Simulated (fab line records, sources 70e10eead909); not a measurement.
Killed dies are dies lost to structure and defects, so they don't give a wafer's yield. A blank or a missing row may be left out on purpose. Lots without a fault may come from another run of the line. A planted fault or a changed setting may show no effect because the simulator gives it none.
A struck lot beside a sound one | flow nand_harc | 40 steps out of a route of 1159
Sound: wafers L123.4, L123.5, L123.6. Struck: wafers L137.3, L137.4, L137.6. The cause comes at the end.
At each step with rows: each side's tool, then ch and its chambers, then its first start. Under that, the readings that differ: sound wafers | struck wafers | difference of the means | sigmas: that difference in standard deviations of wafers without a fault.
alike: readings whose means differ by less than 2 such deviations, and words and numbers that are the same on both sides. not compared: withheld readings, readings that some wafer has no value for, bounds like >300 that may hide the same value, and numbers for which the record gives no deviation and whose values overlap.
The two part at a step that has a row with sigmas, a row that says differs or no value, or rows on one side only. Numbers that don't overlap but have no deviation are shown without sigmas and don't part them. A reading that every wafer of one side lacks parts them only if that side has two wafers or more.

first, 4 steps without rows for these wafers: NHARC_A_STAIRCASE_ETCH_221 (etches the open film in C4F8/O2, target depth 100 nm, time 40.5 s); NHARC_A_STAIRCASE_TRIM_222 (chemistry O2, time 211.2 s); NHARC_A_STAIRCASE_ETCH_223 (etches the open film in C4F8/O2, target depth 100 nm, time 40.5 s); NHARC_A_STAIRCASE_TRIM_224 (chemistry O2, time 211.2 s).
NHARC_A_STAIRCASE_ETCH_225: etches the open film in C4F8/O2, target depth 100 nm, time 40.5 s.
  sound on rie_diel-03 ch 0,1; struck on rie_diel-11 ch 0,1,2
  alike: oes_product_au, rf_vpp_V
  not compared: rf_hours_counter_h
NHARC_A_STAIRCASE_TRIM_226: chemistry O2, time 211.2 s.
  sound on rie_diel-03 ch 2,3; struck on rie_diel-11 ch 0,1
  alike: drypump_motor_current_A, oes_product_au, rf_vpp_V, showerhead_plenum_p_Torr, throttle_valve_pct
  not compared: rf_hours_counter_h
then, 2 steps without rows for these wafers: NHARC_A_STAIRCASE_ETCH_227 (etches the open film in C4F8/O2, target depth 100 nm, time 40.5 s); NHARC_A_STAIRCASE_TRIM_229 (chemistry O2, time 211.2 s).
NHARC_A_STAIRCASE_ETCH_230: etches the open film in C4F8/O2, target depth 100 nm, time 40.5 s.
  sound on rie_diel-11 ch 2,3; struck on rie_diel-11 ch 0,1
  alike: oes_product_au, rf_vpp_V
  not compared: rf_hours_counter_h
then, 1 step without rows for these wafers: NHARC_A_STAIRCASE_TRIM_231 (chemistry O2, time 211.2 s).
NHARC_A_STAIRCASE_ETCH_232: etches the open film in C4F8/O2, target depth 100 nm, time 40.5 s.
  sound on rie_diel-11 ch 0,1,3; struck on rie_diel-11 ch 1,3
  alike: oes_product_au, rf_vpp_V
  not compared: rf_hours_counter_h
NHARC_A_STAIRCASE_TRIM_233: chemistry O2, time 211.2 s.
  sound on rie_diel-11 ch 2,3, day 10 23:37; struck on rie_diel-11 ch 0,3, day 14 18:07
  alike: drypump_motor_current_A, oes_product_au, rf_vpp_V, showerhead_plenum_p_Torr, throttle_valve_pct
  not compared: rf_hours_counter_h
then, 22 steps without rows for these wafers: NHARC_A_STAIRCASE_ETCH_234 (etches the open film in C4F8/O2, target depth 100 nm, time 40.5 s); NHARC_A_STAIRCASE_TRIM_235 (chemistry O2, time 211.2 s); NHARC_A_STAIRCASE_ETCH_236 (etches the open film in C4F8/O2, target depth 100 nm, time 40.5 s); NHARC_A_STAIRCASE_STRIP_238 (strips in O2); NHARC_A_STAIRCASE_STRIP_239 (strips in SPM, time 900 s); NHARC_A_STAIRCASE_PRECLEAN_240 (cleans in SC1); NHARC_A_STAIRCASE_SRD_241; NHARC_A_STAIRCASE_DEHYDRATE_242 (time 120 s); NHARC_A_STAIRCASE_HMDS_243 (time 30 s); NHARC_A_STAIRCASE_COAT_244; NHARC_A_STAIRCASE_SOFTBAKE_245 (time 170 s); NHARC_A_STAIRCASE_EBR_246; NHARC_A_STAIRCASE_EXPOSE_247 (exposes mask SDS 1); NHARC_A_STAIRCASE_PEB_248 (peb time 130 s); NHARC_A_STAIRCASE_DEVELOP_249 (time 140 s); NHARC_A_STAIRCASE_HARDBAKE_251 (time 140 s); NHARC_A_STAIRCASE_DESCUM_252 (chemistry O2, time 3 s); NHARC_A_STAIRCASE_ETCH_253 (etches the open film in C4F8/O2, target depth 50 nm, time 20.2 s); NHARC_A_STAIRCASE_STRIP_254 (strips in O2); NHARC_A_STAIRCASE_STRIP_255 (strips in SPM, time 900 s); NHARC_A_STAIRCASE_PRECLEAN_256 (cleans in SC1); NHARC_A_STAIRCASE_SRD_257.
NHARC_A_STAIRCASE_HM_DEP_456: deposits aC, target thk 1500 nm.
  sound on acl_dep-03 ch 0, day 11 06:04; struck on acl_dep-01 ch 0, day 14 22:15
  alike: throttle_valve_pct
then, 4 steps without rows for these wafers: NHARC_A_STAIRCASE_DEP_259 (deposits SiON, target thk 30 nm); NHARC_A_STAIRCASE_DEHYDRATE_281 (time 120 s); NHARC_A_STAIRCASE_HMDS_282 (time 30 s); NHARC_A_STAIRCASE_COAT_283.
-- the record jumps here: 8 days lie between the struck wafers' starts before and after (it left off in module A_STAIRCASE and takes up again in module END, whose first step shown is number 1159 of the route) --
NHARC_END_SORT_01:
  the record has rows for the struck wafers here (prober-02 ch 0, day 22 10:40) and none for the sound ones

WHERE THEY PART
Only at NHARC_END_SORT_01, within this record.

WHY: what the simulator had put in
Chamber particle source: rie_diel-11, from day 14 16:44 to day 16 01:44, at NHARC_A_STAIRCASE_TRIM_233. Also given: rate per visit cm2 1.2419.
